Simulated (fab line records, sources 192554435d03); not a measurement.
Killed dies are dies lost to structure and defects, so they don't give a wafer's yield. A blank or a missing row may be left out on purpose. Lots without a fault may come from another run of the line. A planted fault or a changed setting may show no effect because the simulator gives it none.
A struck lot beside a sound one | flow n5_finfet | 20 steps out of a route of 1938
Sound: wafers L196.1, L196.3, L196.6. Struck: wafer L202.1. (L202.5, L202.6 of the same lot were not struck and are left out.) The cause comes at the end.
At each step with rows: each side's tool, then ch and its chambers, then its first start. Under that, the readings that differ: sound wafers | struck wafers | difference of the means | sigmas: that difference in standard deviations of wafers without a fault.
alike: readings whose means differ by less than 2 such deviations, and words and numbers that are the same on both sides. not compared: withheld readings, readings that some wafer has no value for, bounds like >300 that may hide the same value, and numbers for which the record gives no deviation and whose values overlap.
The two part at a step that has a row with sigmas, a row that says differs or no value, or rows on one side only. Numbers that don't overlap but have no deviation are shown without sigmas and don't part them. A reading that every wafer of one side lacks parts them only if that side has two wafers or more.

first, 9 steps without rows for these wafers: N5_FIN_SAQP_EXPOSE_13 (exposes mask FIN CORE, target cd 35.6 nm); N5_FIN_SAQP_PEB_14 (peb time 60 s); N5_FIN_SAQP_DEVELOP_15 (develop time 30 s); N5_FIN_SAQP_DESCUM_21 (chemistry O2, time 7.9 s); N5_FIN_SAQP_ETCH_51 (etches SiARC in CF4, target depth 45.5 nm, time 75.8 s); N5_FIN_SAQP_ETCH_52 (etches SOC in N2/H2, target depth 100 nm, overetch 20 nm, time 150 s); N5_FIN_SAQP_STRIP_53 (strips in N2/H2); N5_FIN_SAQP_HM_OPEN_73 (chemistry CHF3/O2, target SiO2, stops on a-Si, target depth 12 nm, time 16.8 s); N5_FIN_SAQP_STRIP_74 (strips in CHF3/O2).
N5_FIN_SAQP_MANDREL_ETCH_22: etches a-Si in HBr/Cl2, stops on SiNx, target depth 60 nm, bt time 10 s, time 30 s.
  sound on rie_si-03 ch 0,2,3, day 3 10:09; struck on rie_si-03 ch 0, day 4 23:04
  reading                                     | sound             | struck | difference | sigmas
  rf_fwd_power_W (W)                          | 793.1 797.8 795.8 | 988.9  | +193.3     | +69
  model.SOC_of_FIN_SAQP_COAT_49.thk_nm (nm)   | 74.9 75.7 75.9    | 74.36  | -1.14      |
  model.SiNx_of_FIN_SAQP_PECVD_48.thk_nm (nm) | 24.86 24.3 25.62  | 23.61  | -1.32      |
  alike: drypump_motor_current_A, oes_product_au, throttle_valve_pct
  not compared: rf_hours_counter_h
then, 7 steps without rows for these wafers: N5_FIN_SAQP_STRIP_55 (strips in N2/H2); N5_FIN_SAQP_STRIP_23 (strips in SPM, time 750 s); N5_FIN_SAQP_SRD_66 (time 30 s); N5_FIN_SAQP_RECESS_75 (chemistry HF/NH3, target SiO2, target depth 14.4 nm, afs cycles 3, sublimation time 60 s); N5_FIN_SAQP_SPACER1_ALD_24 (deposits SiO2, target thk 20.3 nm, pulse time 1 s, purge time 2 s); N5_FIN_SAQP_SPACER1_ETCHBACK_25 (etches SiO2 in CHF3/O2, target depth 24.4 nm, time 12.2 s); N5_FIN_SAQP_MANDREL1_REMOVE_56 (chemistry HBr/Cl2/O2, target a-Si, stops on SiNx, bt time 10 s).
N5_FIN_SAQP_ETCH_57: etches SiNx in CH3F/O2, target depth 32.5 nm, time 46.4 s.
  sound on rie_diel-01 ch 1,2, day 3 13:07; struck on rie_diel-01 ch 0, day 5 01:48
  reading                  | sound             | struck | difference | sigmas
  etch_rf_on_time_s (s)    | 44.8 46.6 48.7    | 43.9   | -2.8       | -2
  rf_vpp_V (V)             | 316 310 309       | 281    | -31        | -3
  throttle_valve_pct (%)   | 16.28 16.67 16.68 | 16.23  | -0.31      | -2
  model.etch.depth_nm (nm) | 24.86 24.3 25.62  | 23.61  | -1.32      |
  alike: drypump_motor_current_A, oes_f_703_au, oes_product_au, rf_fwd_power_W, showerhead_plenum_p_Torr
  not compared: rf_hours_counter_h
then, 1 step without rows for these wafers: N5_FIN_SAQP_ETCH_65 (etches SiO2 in CF4, target depth 4 nm, time 4.4 s).
-- the record jumps here: 8 days lie between the struck wafers' starts before and after (it left off in module FIN_SAQP and takes up again in module BEOL_M4, whose first step shown is number 1111 of the route) --
N5_BEOL_M4_RC_MEAS_101:
  sound on prober-02 ch 0, day 12 13:32; struck on prober-02 ch 0, day 13 09:08
  reading       | sound       | struck | difference | sigmas
  ION_N (uA/um) | 680 681 670 | 648    | -29        | -2
  alike: DIBL_N, DIBL_P, IOFF_N, IOFF_P, ION_P, SS_N, SS_P, VT_N, VT_P

WHERE THEY PART
First at N5_FIN_SAQP_MANDREL_ETCH_22; last, within this record, at N5_BEOL_M4_RC_MEAS_101.

WHY: what the simulator had put in
Process parameter drift: rie_si-03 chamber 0, from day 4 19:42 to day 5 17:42, at N5_FIN_SAQP_MANDREL_ETCH_22. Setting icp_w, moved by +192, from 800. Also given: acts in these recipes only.
